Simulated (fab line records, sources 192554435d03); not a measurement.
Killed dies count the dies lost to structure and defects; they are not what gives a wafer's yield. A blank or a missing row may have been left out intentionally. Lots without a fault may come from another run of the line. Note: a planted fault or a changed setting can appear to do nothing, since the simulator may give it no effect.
Split-lot experiment ; flow n5-finfet ; 39 wafers read from 7 lots, route of 1938 steps

== ABOUT THE SPLIT ==
At N5_BEOL_M6_ILD_DEP_00 (deposits SiCOH lowk from DEMS/porogen, target thk 179.75 nm, time 33.4 s), the setting target-thk-a was moved away from the recipe's 1797.5 angstrom on 15 of the 39 wafers read, by -59.1% to +32.9%. All remaining wafers had this setting at the recipe value.

== FROM SPLIT TO READING: 1 step shown by the file between the two ==
- N5_BEOL_M6_CURE_74: cures SiCOH lowk, time 240 s

== THE READING ==
M6_ILD_THK, in nm, at N5_BEOL_M6_THK_MEAS_01. A value of 153.8 nm with a standard deviation of 2.7 nm is what fault-free wafers of this fab line usually give.

wafer;tool, chamber at the split;target-thk-a as run, angstrom;against the recipe;M6_ILD_THK, nm;against lot-mates on the recipe
L074.1;pecvd-02, 1;1797.5;recipe;151.6;-
L074.3;pecvd-02, 1;1797.5;recipe;152.2;-
L074.5;pecvd-02, 1;1797.5;recipe;153.6;-
L082.1;pecvd-03, 2,1,0;1797.5;recipe;155.7;-
L082.2;pecvd-03, 0;1797.5;recipe;151.4;-
L082.3;pecvd-03, 1;1797.5;recipe;154.2;-
L082.4;pecvd-03, 2;1797.5;recipe;157.2;-
L082.5;pecvd-03, 2,1,0;1797.5;recipe;155.8;-
L082.6;pecvd-03, 2,1,0;1797.5;recipe;155.7;-
L085.1;pecvd-02, 0;1797.5;recipe;149.1;-
L085.2;pecvd-02, 2;1131;-37.1%;94.2;-58.4
L085.3;pecvd-02, 1;1131;-37.1%;94.6;-58.0
L085.4;pecvd-02, 1;1797.5;recipe;156.8;-
L085.5;pecvd-02, 0;1797.5;recipe;152.0;-
L085.6;pecvd-02, 2;1131;-37.1%;95.6;-57.0
L089.1;pecvd-03, 2;1797.5;recipe;156.1;-
L089.2;pecvd-03, 0;1797.5;recipe;154.1;-
L089.3;pecvd-03, 1;734.6;-59.1%;63.5;-92.2
L089.4;pecvd-03, 0;734.6;-59.1%;62.3;-93.4
L089.5;pecvd-03, 2;734.6;-59.1%;63.3;-92.4
L089.6;pecvd-03, 1;1797.5;recipe;156.9;-
L096.1;pecvd-03, 1;1797.5;recipe;154.9;-
L096.2;pecvd-03, 0;1797.5;recipe;154.4;-
L096.3;pecvd-03, 2;1797.5;recipe;154.5;-
L096.4;pecvd-03, 2;1408;-21.7%;123.0;-31.6
L096.5;pecvd-03, 0;1408;-21.7%;120.1;-34.5
L096.6;pecvd-03, 1;1408;-21.7%;123.3;-31.3
L093.1;pecvd-04, 0;1797.5;recipe;152.6;-
L093.2;pecvd-04, 2;1797.5;recipe;154.3;-
L093.3;pecvd-04, 1;1797.5;recipe;152.6;-
L093.4;pecvd-04, 0;2388;+32.9%;208.7;+55.5
L093.5;pecvd-04, 1;2388;+32.9%;207.8;+54.6
L093.6;pecvd-04, 2;2388;+32.9%;209.2;+56.0
L097.1;pecvd-03, 1;1797.5;recipe;152.8;-
L097.2;pecvd-03, 2;799.4;-55.5%;70.2;-85.6
L097.3;pecvd-03, 0;799.4;-55.5%;66.7;-89.1
L097.4;pecvd-03, 1,2;1797.5;recipe;157.2;-
L097.5;pecvd-03, 1,2;1797.5;recipe;157.5;-
L097.6;pecvd-03, 0;799.4;-55.5%;68.8;-87.0
Rows listing several chambers each stand for several wafers; the file does not say which wafer went through which chamber.

FIT RESULTS
A straight line over all 39 wafers: M6_ILD_THK changes by +1.57 nm for each +1% of target-thk-a; r = +1.00; the points scatter about the line by 2.1 nm.
The same after taking each lot's own level away (the mean of its wafers on the recipe; 39 wafers): +1.59 nm for each +1%; r = +1.00; scatter 1.8 nm.
On that fit, the largest move of target-thk-a shifts the reading by 94 nm.
Measured against the standard deviation above, the lots' own levels, which go from 152.47 to 155.83 nm, span 1.2 times it.
The two slopes are in agreement: the lot-to-lot level therefore moves the slope only a little.
Check: with one of the wafers moved furthest among these (-59.1%) left out of the fit, the line predicts -93.4 nm for it against its lot-mates. Against them it came out at -92.2 nm.

== THE WHOLE CHAIN: every reading that the file lists as answering this split, in the file's order ==
step;what it does;reading;change (the file's fit);r (the file's)
N5_BEOL_M6_ILD_DEP_00;deposits SiCOH lowk from DEMS/porogen, target thk 179.75 nm, time 33.4 s;SiCOH_lowk_of_BEOL_M6_ILD_DEP_00.thk-nm (the simulator's own value, which no gauge read);+1.82 nm for each +1% of the setting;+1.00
N5_BEOL_M6_CURE_74;cures SiCOH lowk, time 240 s;SiCOH_lowk_of_BEOL_M6_ILD_DEP_00.thk-nm (the simulator's own value, which no gauge read);+1.58 nm for each +1% of the setting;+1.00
N5_BEOL_M6_THK_MEAS_01;;M6_ILD_THK;+1.58 for each +1% of the setting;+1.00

== THE FILE'S OWN FIT ==
M6_ILD_THK changes by +1.58 nm for each +1% of target-thk-a, r = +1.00.
